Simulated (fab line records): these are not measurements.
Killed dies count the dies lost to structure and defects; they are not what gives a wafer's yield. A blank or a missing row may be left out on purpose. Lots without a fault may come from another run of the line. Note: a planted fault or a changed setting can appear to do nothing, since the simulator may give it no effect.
Chamber matching	flow n5_finfet	N5_GATE_CUT_SAC_CAP_01 on ald_sin-01 has 3 sister chambers
The step material SiNx, target thk 24 nm, pulse time 1 s, ald cycles 480. 3 wafers are shown with their chamber, then 4 later ones without.

== WAFERS PAIRED WITH THEIR CHAMBERS ==
wafer	chamber	heater_power_w (W)
L085.6	1	893
L091.3	2	958
L091.4	0	990

== WAFERS WHOSE CHAMBER IS MISSING ==
wafer	heater_power_w (W)
L091.6	961
L094.1	885
L094.2	967
L096.2	882

== WHICH CHAMBER EACH WENT THROUGH ==
wafer	from the rows above	in truth
L091.6	2	2
L094.1	1	1
L094.2	can't be placed: 2 or 0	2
L096.2	1	1
Placed correctly: 3 of 4. Can't be placed from these rows: 1 (the true chamber is among the candidates in 1). Number placed wrongly: 0.
How it was worked out, from the rows above alone: a wafer's distance from a chamber is the root of the sum, over the readings, of the square of ((its reading less the chamber's mean) divided by the reading's scatter). If the next closest chamber is less than 2 further off than the closest, the wafer can't be placed; otherwise it belongs to the closest. A chamber's mean is the mean of its shown wafers. The scatter: with one shown wafer a chamber, the root of the mean of the squares of how far each hidden wafer lies from its nearest shown one.
